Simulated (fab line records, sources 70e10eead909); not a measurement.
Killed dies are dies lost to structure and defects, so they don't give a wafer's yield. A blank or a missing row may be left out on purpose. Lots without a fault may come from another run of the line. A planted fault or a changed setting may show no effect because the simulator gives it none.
Which tool did it? | flow nand_harc | 24 lots, 72 wafers sampled, at 6 steps of a route of 1302

WHAT THE GAUGES READ, wafer by wafer
The record holds no reading of a measuring or inspecting step that can be judged against a usual standard deviation.

WHICH TOOL RAN EACH LOT (tool, then ch and the chambers of the sampled wafers, then the start)
lot  | NHARC_A_BLC_DESCUM_15              | NHARC_A_BLC_PVD_32                      | NHARC_A_M0_PRE_CLEAN_29                 | NHARC_A_M0_PVD_21                       | NHARC_A_M0_ANNEAL_30             | NHARC_A_M1_DESCUM_14
L076 | rie_diel-08 ch 0,1, day 23 02:27   | pvd_sputter-01, day 23 08:12 or earlier | pvd_sputter-02, day 23 08:12 or earlier | pvd_sputter-02, day 23 08:12 or earlier | rtp_anneal-02 ch 0, day 23 08:12 | rie_diel-01 ch 0,1,2, day 23 10:34
L074 | rie_diel-08 ch 2,3, day 23 04:07   | pvd_sputter-01, day 23 05:59            | pvd_sputter-02, day 23 09:56 or earlier | pvd_sputter-02, day 23 09:56 or earlier | rtp_anneal-02 ch 0, day 23 09:56 | rie_diel-01 ch 0,1,3, day 23 12:26
L075 | rie_diel-09 ch 0,2,3, day 23 11:20 | pvd_sputter-03, day 23 17:14 or earlier | pvd_sputter-03, day 23 17:14 or earlier | pvd_sputter-03, day 23 17:14 or earlier | rtp_anneal-01 ch 0, day 23 17:14 | rie_diel-12 ch 0,3, day 23 19:35
L077 | rie_diel-09 ch 0,1,3, day 24 04:34 | pvd_sputter-02, day 24 10:17 or earlier | pvd_sputter-01, day 24 10:17 or earlier | pvd_sputter-01, day 24 10:17 or earlier | rtp_anneal-01 ch 0, day 24 10:17 | rie_diel-10 ch 0,1,2, day 24 12:39
L078 | rie_diel-09 ch 2,3, day 24 06:26   | pvd_sputter-03, day 24 12:28 or earlier | pvd_sputter-02, day 24 12:28 or earlier | pvd_sputter-02, day 24 12:28 or earlier | rtp_anneal-02 ch 0, day 24 12:28 | rie_diel-12 ch 0,2, day 24 14:46
L079 | rie_diel-06 ch 0,1,2, day 24 10:31 | pvd_sputter-01, day 24 16:07 or earlier | pvd_sputter-03, day 24 16:07 or earlier | pvd_sputter-03, day 24 16:07 or earlier | rtp_anneal-02 ch 0, day 24 16:07 | rie_diel-10 ch 0,1,3, day 24 18:45
L082 | rie_diel-08 ch 1,3, day 25 00:16   | pvd_sputter-03, day 25 06:19 or earlier | pvd_sputter-01, day 25 06:19 or earlier | pvd_sputter-01, day 25 06:19 or earlier | rtp_anneal-02 ch 0, day 25 06:19 | rie_diel-12 ch 2,3, day 25 08:46
L080 | rie_diel-08 ch 2,3, day 25 03:25   | pvd_sputter-02, day 25 09:25 or earlier | pvd_sputter-03, day 25 09:25 or earlier | pvd_sputter-03, day 25 09:25 or earlier | rtp_anneal-01 ch 0, day 25 09:25 | rie_diel-10 ch 0,2, day 25 11:53
L081 | rie_diel-09 ch 0,2, day 25 04:59   | pvd_sputter-02, day 25 10:42 or earlier | pvd_sputter-03, day 25 10:42 or earlier | pvd_sputter-03, day 25 10:42 or earlier | rtp_anneal-02 ch 0, day 25 10:42 | rie_diel-10 ch 1,3, day 25 12:58
L083 | rie_diel-08 ch 2,3, day 26 13:47   | pvd_sputter-02, day 26 19:28 or earlier | pvd_sputter-02, day 26 19:28 or earlier | pvd_sputter-02, day 26 19:28 or earlier | rtp_anneal-01 ch 0, day 26 19:28 | rie_diel-10 ch 0,1,2, day 26 21:59
L084 | rie_diel-08 ch 0,1, day 27 01:29   | pvd_sputter-02, day 27 07:02 or earlier | pvd_sputter-03, day 27 07:02 or earlier | pvd_sputter-03, day 27 07:02 or earlier | rtp_anneal-01 ch 0, day 27 07:02 | rie_diel-10 ch 1,2, day 27 09:19
L086 | rie_diel-09 ch 0,1,3, day 27 11:55 | pvd_sputter-02, day 27 17:33 or earlier | pvd_sputter-01, day 27 17:33 or earlier | pvd_sputter-01, day 27 17:33 or earlier | rtp_anneal-01 ch 0, day 27 17:33 | rie_diel-01 ch 0,1,2, day 27 19:49
L085 | rie_diel-06 ch 1,2,3, day 27 15:02 | pvd_sputter-03, day 27 20:36 or earlier | pvd_sputter-01, day 27 20:36 or earlier | pvd_sputter-01, day 27 20:36 or earlier | rtp_anneal-01 ch 0, day 27 20:36 | rie_diel-10 ch 1,2,3, day 27 22:59
L087 | rie_diel-08 ch 0,1,3, day 28 10:41 | pvd_sputter-01, day 28 16:20 or earlier | pvd_sputter-02, day 28 16:20 or earlier | pvd_sputter-02, day 28 16:20 or earlier | rtp_anneal-01 ch 0, day 28 16:20 | rie_diel-12 ch 0,1,3, day 28 18:46
L089 | rie_diel-08 ch 2,3, day 28 18:08   | pvd_sputter-01, day 29 00:02 or earlier | pvd_sputter-01, day 29 00:02 or earlier | pvd_sputter-01, day 29 00:02 or earlier | rtp_anneal-02 ch 0, day 29 00:02 | rie_diel-12 ch 2,3, day 29 02:17
L088 | rie_diel-08 ch 1,2,3, day 29 01:40 | pvd_sputter-03, day 29 07:28 or earlier | pvd_sputter-02, day 29 07:28 or earlier | pvd_sputter-02, day 29 07:28 or earlier | rtp_anneal-02 ch 0, day 29 07:28 | rie_diel-12 ch 0,2,3, day 29 09:53
L090 | rie_diel-09 ch 2,3, day 30 07:32   | pvd_sputter-02, day 30 13:23 or earlier | pvd_sputter-01, day 30 13:23 or earlier | pvd_sputter-01, day 30 13:23 or earlier | rtp_anneal-02 ch 0, day 30 13:23 | rie_diel-01 ch 0,2,3, day 30 15:37
L091 | rie_diel-06 ch 1,2,3, day 30 17:35 | pvd_sputter-03, day 30 23:25 or earlier | pvd_sputter-02, day 30 23:25 or earlier | pvd_sputter-02, day 30 23:25 or earlier | rtp_anneal-02 ch 0, day 30 23:25 | rie_diel-01 ch 0,1,2, day 31 01:41
L092 | rie_diel-06 ch 1,2,3, day 30 19:14 | pvd_sputter-02, day 31 01:07 or earlier | pvd_sputter-01, day 31 01:07 or earlier | pvd_sputter-01, day 31 01:07 or earlier | rtp_anneal-02 ch 0, day 31 01:07 | rie_diel-01 ch 1,2, day 31 03:14
L093 | rie_diel-09 ch 1,3, day 30 23:56   | pvd_sputter-03, day 31 06:22 or earlier | pvd_sputter-01, day 31 06:22 or earlier | pvd_sputter-01, day 31 06:22 or earlier | rtp_anneal-02 ch 0, day 31 06:22 | rie_diel-12 ch 1,3, day 31 08:41
L094 | rie_diel-09 ch 0,1,3, day 31 03:56 | pvd_sputter-02, day 31 09:37 or earlier | pvd_sputter-01, day 31 09:37 or earlier | pvd_sputter-01, day 31 09:37 or earlier | rtp_anneal-01 ch 0, day 31 09:37 | rie_diel-12 ch 2,3, day 31 12:02
L095 | rie_diel-09 ch 0,3, day 31 09:11   | pvd_sputter-03, day 31 15:37 or earlier | pvd_sputter-01, day 31 15:37 or earlier | pvd_sputter-01, day 31 15:37 or earlier | rtp_anneal-01 ch 0, day 31 15:37 | rie_diel-12 ch 1,2, day 31 17:58
L096 | rie_diel-09 ch 0,2,3, day 31 10:04 | pvd_sputter-02, day 31 15:52 or earlier | pvd_sputter-03, day 31 15:52 or earlier | pvd_sputter-03, day 31 15:52 or earlier | rtp_anneal-02 ch 0, day 31 15:52 | rie_diel-12 ch 1,2,3, day 31 18:13
L097 | rie_diel-09 ch 0,3, day 31 23:17   | pvd_sputter-03, day 32 04:50 or earlier | pvd_sputter-03, day 32 04:50 or earlier | pvd_sputter-03, day 32 04:50 or earlier | rtp_anneal-01 ch 0, day 32 04:50 | rie_diel-10 ch 0,1,3, day 32 07:26
- NHARC_A_BLC_DESCUM_15: chemistry O2, time 3 s.
- NHARC_A_BLC_PVD_32: deposits Ti, target thk 5 nm, time 17.7 s.
- NHARC_A_M0_PRE_CLEAN_29: time 30 s.
- NHARC_A_M0_PVD_21: deposits Cu, target thk 30 nm, time 20.49 s.
- NHARC_A_M0_ANNEAL_30: time 90 s.
- NHARC_A_M1_DESCUM_14: chemistry O2, time 3 s.

WHAT THE TOOLS THEMSELVES READ (means of the sampled wafers that have a number; where no wafer has one, the mark that the record gives instead)
NHARC_A_BLC_DESCUM_15.
lot  | tool        | drypump_motor_current_A (A) | oes_product_au (a.u.) | rf_vpp_V (V) | showerhead_plenum_p_Torr (Torr) | throttle_valve_pct (%)
L076 | rie_diel-08 | 5.1                         | 0.991                 | 57.2         | 1.88                            | 11.312
L074 | rie_diel-08 | 5.8                         | 0.983                 | 58.0         | 1.94                            | 11.313
L075 | rie_diel-09 | 6.0                         | 1.000                 | 58.0         | 1.91                            | 11.309
L077 | rie_diel-09 | 5.9                         | 1.012                 | 58.0         | 1.89                            | 11.312
L078 | rie_diel-09 | 5.9                         | 0.992                 | 57.9         | 1.97                            | 11.306
L079 | rie_diel-06 | 5.2                         | 0.990                 | 57.5         | 1.91                            | 11.309
L082 | rie_diel-08 | 5.5                         | 0.984                 | 57.5         | 1.87                            | 11.316
L080 | rie_diel-08 | 6.0                         | 0.999                 | 58.0         | 1.98                            | 11.310
L081 | rie_diel-09 | 5.9                         | 0.999                 | 58.0         | 1.86                            | 11.315
L083 | rie_diel-08 | 5.8                         | 0.989                 | 57.3         | 1.94                            | 11.314
L084 | rie_diel-08 | 5.1                         | 0.995                 | 58.1         | 1.87                            | 11.310
L086 | rie_diel-09 | 5.9                         | 1.000                 | 58.4         | 1.88                            | 11.307
L085 | rie_diel-06 | 5.5                         | 1.012                 | 58.1         | 1.87                            | 11.310
L087 | rie_diel-08 | 5.3                         | 0.993                 | 57.7         | 1.87                            | 11.318
L089 | rie_diel-08 | 5.8                         | 0.990                 | 58.4         | 1.93                            | 11.312
L088 | rie_diel-08 | 5.7                         | 0.992                 | 57.6         | 1.91                            | 11.318
L090 | rie_diel-09 | 5.9                         | 0.999                 | 57.7         | 1.96                            | 11.302
L091 | rie_diel-06 | 5.5                         | 0.994                 | 57.4         | 1.86                            | 11.306
L092 | rie_diel-06 | 5.5                         | 0.995                 | 58.4         | 1.86                            | 11.313
L093 | rie_diel-09 | 5.5                         | 0.999                 | 57.4         | 1.85                            | 11.304
L094 | rie_diel-09 | 5.9                         | 1.001                 | 57.0         | 1.88                            | 11.302
L095 | rie_diel-09 | 6.1                         | 1.004                 | 57.5         | 1.96                            | 11.311
L096 | rie_diel-09 | 6.0                         | 0.996                 | 57.6         | 1.91                            | 11.310
L097 | rie_diel-09 | 6.3                         | 1.003                 | 57.9         | 1.90                            | 11.311

NHARC_A_BLC_PVD_32.
lot  | tool           | throttle_valve_pct (%)
L076 | pvd_sputter-01 | 30.5
L074 | pvd_sputter-01 | 30.4
L075 | pvd_sputter-03 | 29.6
L077 | pvd_sputter-02 | 28.6
L078 | pvd_sputter-03 | 29.5
L079 | pvd_sputter-01 | 31.0
L082 | pvd_sputter-03 | 30.2
L080 | pvd_sputter-02 | 29.1
L081 | pvd_sputter-02 | 29.2
L083 | pvd_sputter-02 | 28.6
L084 | pvd_sputter-02 | 28.1
L086 | pvd_sputter-02 | 29.2
L085 | pvd_sputter-03 | 29.2
L087 | pvd_sputter-01 | 30.5
L089 | pvd_sputter-01 | 30.6
L088 | pvd_sputter-03 | 29.6
L090 | pvd_sputter-02 | 29.6
L091 | pvd_sputter-03 | 29.9
L092 | pvd_sputter-02 | 29.3
L093 | pvd_sputter-03 | 30.0
L094 | pvd_sputter-02 | 28.7
L095 | pvd_sputter-03 | 30.3
L096 | pvd_sputter-02 | 28.8
L097 | pvd_sputter-03 | 30.0

NHARC_A_M0_PRE_CLEAN_29.
lot  | tool           | heater_power_w (W)
L076 | pvd_sputter-02 | 454
L074 | pvd_sputter-02 | 428
L075 | pvd_sputter-03 | 419
L077 | pvd_sputter-01 | 412
L078 | pvd_sputter-02 | 449
L079 | pvd_sputter-03 | 387
L082 | pvd_sputter-01 | 434
L080 | pvd_sputter-03 | 413
L081 | pvd_sputter-03 | 409
L083 | pvd_sputter-02 | 429
L084 | pvd_sputter-03 | 421
L086 | pvd_sputter-01 | 368
L085 | pvd_sputter-01 | 392
L087 | pvd_sputter-02 | 443
L089 | pvd_sputter-01 | 382
L088 | pvd_sputter-02 | 465
L090 | pvd_sputter-01 | 401
L091 | pvd_sputter-02 | 450
L092 | pvd_sputter-01 | 355
L093 | pvd_sputter-01 | 365
L094 | pvd_sputter-01 | 366
L095 | pvd_sputter-01 | 413
L096 | pvd_sputter-03 | 421
L097 | pvd_sputter-03 | 425

NHARC_A_M0_PVD_21.
lot  | tool           | throttle_valve_pct (%)
L076 | pvd_sputter-02 | 29.2
L074 | pvd_sputter-02 | 28.7
L075 | pvd_sputter-03 | 29.7
L077 | pvd_sputter-01 | 30.7
L078 | pvd_sputter-02 | 29.2
L079 | pvd_sputter-03 | 29.6
L082 | pvd_sputter-01 | 31.0
L080 | pvd_sputter-03 | 29.2
L081 | pvd_sputter-03 | 29.4
L083 | pvd_sputter-02 | 29.0
L084 | pvd_sputter-03 | 29.8
L086 | pvd_sputter-01 | 31.4
L085 | pvd_sputter-01 | 31.0
L087 | pvd_sputter-02 | 29.2
L089 | pvd_sputter-01 | 31.8
L088 | pvd_sputter-02 | 28.7
L090 | pvd_sputter-01 | 30.8
L091 | pvd_sputter-02 | 28.5
L092 | pvd_sputter-01 | 30.8
L093 | pvd_sputter-01 | 31.1
L094 | pvd_sputter-01 | 31.3
L095 | pvd_sputter-01 | 30.8
L096 | pvd_sputter-03 | 30.4
L097 | pvd_sputter-03 | 30.1

NHARC_A_M0_ANNEAL_30.
lot  | tool          | anneal_temp_c_max | wafer_temp_C_max
L076 | rtp_anneal-02 | 225.6             | 226.4
L074 | rtp_anneal-02 | 225.6             | 226.6
L075 | rtp_anneal-01 | 226.1             | 225.9
L077 | rtp_anneal-01 | 226.6             | 225.8
L078 | rtp_anneal-02 | 225.7             | 226.5
L079 | rtp_anneal-02 | 225.4             | 226.1
L082 | rtp_anneal-02 | 225.6             | 226.5
L080 | rtp_anneal-01 | 226.4             | 226.3
L081 | rtp_anneal-02 | 225.4             | 226.3
L083 | rtp_anneal-01 | 226.4             | 225.6
L084 | rtp_anneal-01 | 226.0             | 226.1
L086 | rtp_anneal-01 | 226.1             | 226.4
L085 | rtp_anneal-01 | 226.3             | 226.1
L087 | rtp_anneal-01 | 226.2             | 226.2
L089 | rtp_anneal-02 | 225.7             | 226.6
L088 | rtp_anneal-02 | 225.6             | 226.2
L090 | rtp_anneal-02 | 225.5             | 226.4
L091 | rtp_anneal-02 | 225.5             | 226.2
L092 | rtp_anneal-02 | 225.7             | 226.6
L093 | rtp_anneal-02 | 225.7             | 226.1
L094 | rtp_anneal-01 | 226.5             | 226.4
L095 | rtp_anneal-01 | 226.7             | 226.2
L096 | rtp_anneal-02 | 225.3             | 226.6
L097 | rtp_anneal-01 | 226.4             | 226.1

NHARC_A_M1_DESCUM_14.
lot  | tool        | drypump_motor_current_A (A) | oes_product_au (a.u.) | rf_vpp_V (V) | showerhead_plenum_p_Torr (Torr) | throttle_valve_pct (%)
L076 | rie_diel-01 | 5.7                         | 1.010                 | 57.5         | 1.87                            | 11.313
L074 | rie_diel-01 | 5.8                         | 1.008                 | 58.2         | 1.93                            | 11.317
L075 | rie_diel-12 | 6.0                         | 0.988                 | 57.8         | 2.02                            | 11.310
L077 | rie_diel-10 | 5.7                         | 0.993                 | 56.4         | 1.94                            | 11.316
L078 | rie_diel-12 | 5.8                         | 0.998                 | 58.7         | 2.02                            | 11.314
L079 | rie_diel-10 | 5.6                         | 0.990                 | 59.0         | 1.99                            | 11.303
L082 | rie_diel-12 | 5.5                         | 0.992                 | 59.0         | 2.04                            | 11.313
L080 | rie_diel-10 | 5.7                         | 0.995                 | 58.0         | 1.95                            | 11.313
L081 | rie_diel-10 | 5.5                         | 0.990                 | 58.6         | 1.93                            | 11.314
L083 | rie_diel-10 | 5.7                         | 0.994                 | 58.5         | 1.93                            | 11.307
L084 | rie_diel-10 | 5.6                         | 0.999                 | 57.1         | 1.88                            | 11.309
L086 | rie_diel-01 | 5.8                         | 1.020                 | 57.7         | 1.87                            | 11.315
L085 | rie_diel-10 | 5.6                         | 0.991                 | 58.2         | 1.94                            | 11.306
L087 | rie_diel-12 | 5.8                         | 0.994                 | 57.0         | 1.96                            | 11.312
L089 | rie_diel-12 | 5.5                         | 0.987                 | 58.7         | 2.04                            | 11.310
L088 | rie_diel-12 | 5.7                         | 0.988                 | 58.0         | 2.03                            | 11.308
L090 | rie_diel-01 | 5.5                         | 1.010                 | 58.2         | 1.93                            | 11.310
L091 | rie_diel-01 | 5.8                         | 1.012                 | 57.7         | 1.87                            | 11.310
L092 | rie_diel-01 | 5.6                         | 1.011                 | 57.3         | 1.84                            | 11.317
L093 | rie_diel-12 | 5.6                         | 0.988                 | 57.6         | 1.89                            | 11.303
L094 | rie_diel-12 | 5.3                         | 0.985                 | 58.2         | 2.04                            | 11.309
L095 | rie_diel-12 | 5.4                         | 0.992                 | 56.5         | 1.89                            | 11.306
L096 | rie_diel-12 | 5.5                         | 0.992                 | 58.7         | 1.96                            | 11.307
L097 | rie_diel-10 | 5.6                         | 0.991                 | 58.3         | 1.98                            | 11.312

THE ANSWER, worked out from the rows above alone
Rule: what is usual is taken from the lots themselves. Put in order of their means at a reading, lots are off if they are a third of the lots or fewer, leave a main group of 4 or more, and stand apart from it by a gap of 3 or more times the standard deviation of the main group's means; of several such gaps the widest counts. A main group whose means are all the same, to the digits that the tables above print for the reading, isn't used. A lot without any number at a reading at which 4 lots or more have one is off too. The other lots that the step has rows for count as sound. The gauges are gone through in route order, then the tools' own readings, and for those a lot's mean is taken as printed above. The first step at which some lot is off is used, and at that step the reading that is off furthest; a lot without a number counts as furthest.
No lot is off at any reading shown: from this, nothing can be told.

WHAT THE SIMULATOR HAD PUT IN
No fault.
